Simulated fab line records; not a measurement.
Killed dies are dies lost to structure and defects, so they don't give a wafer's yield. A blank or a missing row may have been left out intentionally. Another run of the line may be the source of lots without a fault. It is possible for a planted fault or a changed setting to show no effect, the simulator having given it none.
8D (eight disciplines) problem report, filled in by code    flow n5_finfet    the parts of the form that need people (team, actions taken, sign-off) are left out

1. WHAT WENT WRONG
At N5_BEOL_M2_COAT_62, spin_speed_rpm averages 1627.2 rpm over 6 wafers from 2 lots, while fault-free wafers read 1499.9 rpm, standard deviation 0.98. So: +99 or more standard deviations from the usual mean.
The step: time 60 s, resist thk 12 nm.
Seen first at day 10 11:40 on litho_track-02, wafer L563.1. Wafers with a number at this step in the record: 32, from 12 lots. By rule, "out" or "out of limits" means more than 4 standard deviations away from the usual mean. All remaining wafers that have a number are taken as sound.

2. WHAT THIS IS AND IS NOT
question                     is                      is not
which readings at this step  spin_speed_rpm          resist_line_temp_C
which lots                   L563, L566              L546, L548, L549, L550, L552, L553, L556, L559, L562, L569
which wafers of those lots   all that have a number  -
read on which tools          litho_track-02          litho_track-01, litho_track-03
when                         from day 10 11:40       up to then (23 sound wafers); but 3 sound wafers of L569 came after

3. SUSPECTS, AND WHAT RULES EACH OUT
Counting: a tool at a process step up to the reading stays a suspect if it ran every lot that is out and no sound lot after the first of them.
- pvd_sputter-02 at N5_BEOL_M1_ANNEAL_91 (time 240 s): kept. All lots that are out passed through it, beginning with L563 at day 10 08:14, and no sound lot followed; its final sound lot before that point was L556 at day 8 13:08.
- pvd_sputter-02 at N5_BEOL_M1_SPUTTER_94 (material Cu, target thk 4.5 nm, time 8.29 s): kept. All lots that are out passed through it, beginning with L563 at day 10 08:36, and no sound lot followed; its final sound lot before that point was L556 at day 8 13:29.
- litho_track-02 at N5_BEOL_M2_COAT_62 (time 60 s, resist thk 12 nm): kept. All lots that are out passed through it, beginning with L563 at day 10 11:40, and no sound lot followed; its final sound lot before that point was L562 at day 10 01:41. Its own readings are out on those wafers: spin_speed_rpm.
The count leaves pvd_sputter-02 at N5_BEOL_M1_ANNEAL_91, pvd_sputter-02 at N5_BEOL_M1_SPUTTER_94, and litho_track-02 at N5_BEOL_M2_COAT_62.

4. THE CAUSE (what the simulator had put in)
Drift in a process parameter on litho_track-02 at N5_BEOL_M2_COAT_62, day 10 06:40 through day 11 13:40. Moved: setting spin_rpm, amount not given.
3 suspects survive the count, and this tool is in that group.

5. THE CHAIN OF EFFECTS, in route order
Each row: a reading whose mean over the struck wafers that have a number lies more than 3 standard deviations from the usual. Only readings whose record carries a usual standard deviation are examined. hours: median over the lots of the time between each lot's start at the first step of this table that gives one and its start at this step. sigmas: the change, counted in usual standard deviations.
hours  step                reading         usual       on struck wafers  change  sigmas
0      N5_BEOL_M2_COAT_62  spin_speed_rpm  1499.9 rpm  1627.2            +127.3  +99 or more
The process steps in it:
- N5_BEOL_M2_COAT_62: time 60 s, resist thk 12 nm.
Later steps that measure or inspect, where all struck wafers having a row at the step show a number for every such reading and not one has moved that far: N5_BEOL_M4_RC_MEAS_101.

6. HOW IT WOULD HAVE BEEN CAUGHT EARLIER
First out-of-limits reading in this record: day 10 11:40, which is 5 hours after fault onset at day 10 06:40.
